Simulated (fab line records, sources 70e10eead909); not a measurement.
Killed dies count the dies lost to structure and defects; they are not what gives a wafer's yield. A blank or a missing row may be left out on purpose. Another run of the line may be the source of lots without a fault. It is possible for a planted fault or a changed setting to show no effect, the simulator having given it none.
Struck lot and sound lot, side by side || flow nand_harc || 26 steps out of a route of 1302
Sound: the wafers L140.3, L140.4, L140.6. Struck: wafers L136.1, L136.2, L136.4. The cause is named last.
For every step that has rows: the tool of each side, followed by ch and its chambers, followed by its first start. Under that, the readings that differ: sound wafers || struck wafers || difference of the means || sigmas: that difference in standard deviations of wafers without a fault.
alike: readings whose means differ by less than 2 such deviations, and words and numbers that are the same on both sides. not compared: withheld readings, readings that some wafer has no value for, bounds like >300 that may hide the same value, and numbers for which the record gives no deviation and whose values overlap.
Wherever a step has rows on one side only, a row that says differs or no value, or a row with sigmas, the two part there. Numbers that don't overlap but have no deviation are shown without sigmas and don't part them. A reading missing from all wafers of one side parts the sides only when that side holds two or more wafers.

NHARC_P_ZERO_WELL_CD_MEAS_37: target cd 720 nm.
  sound on cd_sem-01 ch 0, day 9 22:05; struck on cd_sem-03 ch 0, day 8 06:05
  alike: cd_nm
then, 1 step without rows for these wafers: NHARC_P_ZERO_WELL_HARDBAKE_38 (time 80 s).
NHARC_P_ZERO_WELL_DESCUM_39: chemistry O2, time 3 s.
  sound on rie_diel-02 ch 1,2,3, day 9 22:16; struck on rie_diel-03 ch 0,1,2, day 8 06:16
  alike: drypump_motor_current_A, oes_product_au, rf_vpp_V, showerhead_plenum_p_Torr, throttle_valve_pct
  not compared: rf_hours_counter_h
then, 9 steps without rows for these wafers: NHARC_P_ZERO_WELL_IMPLANT_40; NHARC_P_ZERO_WELL_IMPLANT_59; NHARC_P_ZERO_WELL_IMPLANT_60; NHARC_P_ZERO_WELL_STRIP_41 (strips in SPM, time 840 s); NHARC_P_ZERO_WELL_DEHYDRATE_44 (time 120 s); NHARC_P_ZERO_WELL_HMDS_45 (time 30 s); NHARC_P_ZERO_WELL_COAT_46; NHARC_P_ZERO_WELL_SOFTBAKE_47 (time 95 s); NHARC_P_ZERO_WELL_EBR_48.
NHARC_P_ZERO_WELL_EXPOSE_49: exposes mask P HVPW, target cd 2000 nm.
  struck on krf_scanner-04, day 8 07:34; sound on krf_scanner-02 ch 0, day 9 23:34
  no value came back on the struck wafers for exposure_dose_mJ_cm2, focus_offset_nm (nm); on the sound wafers exposure_dose_mJ_cm2 reads 22.637 22.652 22.623
  alike: mask
then, 2 steps without rows for these wafers: NHARC_P_ZERO_WELL_PEB_50 (peb time 85 s); NHARC_P_ZERO_WELL_DEVELOP_51 (time 70 s).
NHARC_P_ZERO_WELL_CD_MEAS_52: target cd 2000 nm.
  sound on cd_sem-03 ch 0, day 9 23:43; struck on cd_sem-03 ch 0, day 8 07:44
{"reading": "cd_nm (nm)", "sound": "2000.6 2000.3 2003.0", "struck": "- - -", "difference": "no value on the struck wafers", "sigmas": ""}
then, 1 step without rows for these wafers: NHARC_P_ZERO_WELL_HARDBAKE_53 (time 80 s).
NHARC_P_ZERO_WELL_DESCUM_54: chemistry O2, time 3 s.
  sound on rie_diel-02 ch 0,1,2, day 9 23:54; struck on rie_diel-02 ch 0,2,3, day 8 07:53
{"reading": "model.P_ZERO_WELL.cd_nm (nm)", "sound": "2001 2001 2003", "struck": "719.4 720.8 721.7", "difference": -1281.0, "sigmas": ""}
  alike: drypump_motor_current_A, oes_product_au, rf_vpp_V, showerhead_plenum_p_Torr, throttle_valve_pct
  not compared: rf_hours_counter_h
then, 5 steps without rows for these wafers: NHARC_P_ZERO_WELL_IMPLANT_55; NHARC_P_ZERO_WELL_IMPLANT_61; NHARC_P_ZERO_WELL_STRIP_56 (strips in SPM, time 840 s); NHARC_P_ZERO_WELL_PRECLEAN_68 (cleans in SC1, time 60 s); NHARC_P_ZERO_WELL_SRD_69.
NHARC_P_ZERO_WELL_RTA_42: time 300 s.
  sound on rtp_anneal-01 ch 0, day 10 01:05; struck on rtp_anneal-02 ch 0, day 8 08:52
{"reading": "lamp_power_pct (%)", "sound": "36.08 36.08 36.06", "struck": "36.40 36.45 36.47", "difference": "+0.37", "sigmas": "+3"}
{"reading": "lamp_zone_3_pct (%)", "sound": "36.10 36.10 36.10", "struck": "36.39 36.37 36.44", "difference": "+0.30", "sigmas": "+2"}
  alike: wafer_temp_C_max
NHARC_P_ZERO_WELL_INSPECT_43:
  sound: defect_inspect-02 at day 10 01:34; struck: defect_inspect-01 at day 8 09:32
{"reading": "raw_defect_count", "sound": "11 11 27", "struck": "1121 1100 1124", "difference": "+1099", "sigmas": "+99 or more"}
NHARC_END_SORT_01:
  the record has rows for the sound wafers here (prober-02 ch 0, day 32 22:34) and none for the struck ones

== WHERE THEY PART ==
Earliest at NHARC_P_ZERO_WELL_EXPOSE_49; latest, in this record, at NHARC_END_SORT_01.

WHY: what had been put in by the simulator
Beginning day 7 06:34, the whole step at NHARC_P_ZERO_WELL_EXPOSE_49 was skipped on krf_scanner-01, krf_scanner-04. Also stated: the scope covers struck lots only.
